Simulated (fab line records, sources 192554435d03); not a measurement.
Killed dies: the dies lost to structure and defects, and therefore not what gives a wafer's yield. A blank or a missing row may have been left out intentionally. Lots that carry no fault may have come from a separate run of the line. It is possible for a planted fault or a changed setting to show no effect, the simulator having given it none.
Split-lot trial    flow n5Finfet    route with 1938 steps; 7 lots, 21 wafers read

== SPLIT DETAILS ==
At N5_BEOL_M2_COAT_62 (time 60 s, resist thk 12 nm), the setting spinRpm was moved away from the recipe's 1500 rpm on 11 of the 21 wafers read, by -10.9% to +10.3%. All remaining wafers had this setting at the recipe value.

== FROM THE SPLIT TO THE READING: what the file shows between them, 4 steps ==
- N5_BEOL_M2_COAT_73: time 60 s, resist thk 5 nm
- N5_BEOL_M2_COAT_05: resist thk 30 nm
- N5_BEOL_M2_DESCUM_16: chemistry O2, time 7 s
- N5_BEOL_M2_ETCH_74: etches underlayer in N2/H2, target depth 6.5 nm, time 5.2 s

== THE READING ==
etch.depthNm (the simulator's own value, which no gauge read), in nm, at N5_BEOL_M2_ETCH_63 (etches SiARC in CF4, target depth 15.6 nm, time 26 s). The file does not state a usual value for it. Across the 10 wafers here that went through the recipe, the average is 12.01 nm and the standard deviation 0.032 nm.

wafer   tool, chamber at the split  spinRpm as run, rpm  against the recipe  etch.depthNm, nm  against lot-mates on the recipe
L077.1  lithoTrack-05, 0            1500                 recipe              11.99             -
L077.3  lithoTrack-05, 0            1654                 +10.3%              11.44             -0.55
L077.4  lithoTrack-05, 0            1654                 +10.3%              11.41             -0.58
L081.3  lithoTrack-05, 0            1500                 recipe              11.99             -
L081.5  lithoTrack-05, 0            1612                 +7.5%               11.54             -0.45
L081.6  lithoTrack-05, 0            1612                 +7.5%               11.57             -0.42
L088.1  lithoTrack-05, 0            1500                 recipe              12.09             -
L088.3  lithoTrack-05, 0            1401                 -6.6%               12.51             +0.42
L088.5  lithoTrack-05, 0            1401                 -6.6%               12.49             +0.40
L090.1  lithoTrack-05, 0            1500                 recipe              12.01             -
L090.4  lithoTrack-05, 0            1500                 recipe              12.03             -
L090.5  lithoTrack-05, 0            1500                 recipe              11.99             -
L091.3  lithoTrack-05, 0            1602                 +6.8%               11.65             -0.33
L091.4  lithoTrack-05, 0            1500                 recipe              11.98             -
L091.6  lithoTrack-05, 0            1500                 recipe              11.99             -
L095.3  lithoTrack-02, 0            1344                 -10.4%              12.72             +0.70
L095.4  lithoTrack-02, 0            1500                 recipe              12.04             -
L095.6  lithoTrack-02, 0            1500                 recipe              12.01             -
L096.1  lithoTrack-02, 0            1337                 -10.9%              12.65             no lot-mate on the recipe
L096.4  lithoTrack-02, 0            1337                 -10.9%              12.61             no lot-mate on the recipe
L096.5  lithoTrack-02, 0            1337                 -10.9%              12.68             no lot-mate on the recipe

THE FIT
A straight line over all 21 wafers: etch.depthNm changes by -0.0606 nm for each +1% of spinRpm; r = -0.99; the points scatter about the line by 0.045 nm.
The same after taking each lot's own level away (the mean of its wafers on the recipe; 18 wafers): -0.0591 nm for each +1%; r = -1.00; scatter 0.029 nm.
On that fit, the largest move of spinRpm shifts the reading by 0.64 nm.
The lots' own levels span 11.985 to 12.090 nm, that is 3.3 times the standard deviation above.
The two slopes are in agreement: the lot-to-lot level therefore moves the slope only a little.
Check: +0.603 nm against its lot-mates is what the line predicts for one of the wafers moved furthest among these (-10.4%) when that wafer is left out of the fit. Against them it came out at +0.695 nm.

== ADDITIONAL SPLITS CARRIED BY THESE WAFERS ==
Note: prior to the reading, these wafers also went through further splits. Each is held against what the fit with the lots' levels taken away leaves over:
other split on the same wafers    wafers away from the commonest value  r with etch.depthNm (lot level and that fit taken away)
N5_BEOL_M0_CUTY_EXPOSE_54 doseMj  6                                     -0.09
N5_BEOL_M0_CUTY_DESCUM_61 timeS   8                                     -0.35
N5_BEOL_M2_PECVD_72 tempC         4                                     -0.50

== THE WHOLE CHAIN: every reading that the file lists as answering this split, in the file's order ==
step                what it does                                          reading                                                                          change (the file's fit)                 r (the file's)
N5_BEOL_M2_COAT_62  time 60 s, resist thk 12 nm                           SiARC_of_BEOL_M2_COAT_62.thkNm (the simulator's own value, which no gauge read)  -0.0654 nm for each +1% of the setting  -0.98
N5_BEOL_M2_ETCH_63  etches SiARC in CF4, target depth 15.6 nm, time 26 s  etch.depthNm (the simulator's own value, which no gauge read)                    -0.0592 nm for each +1% of the setting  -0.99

== THE FILE'S OWN FIT ==
etch.depthNm changes by -0.0592 nm for each +1% of spinRpm, r = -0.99.
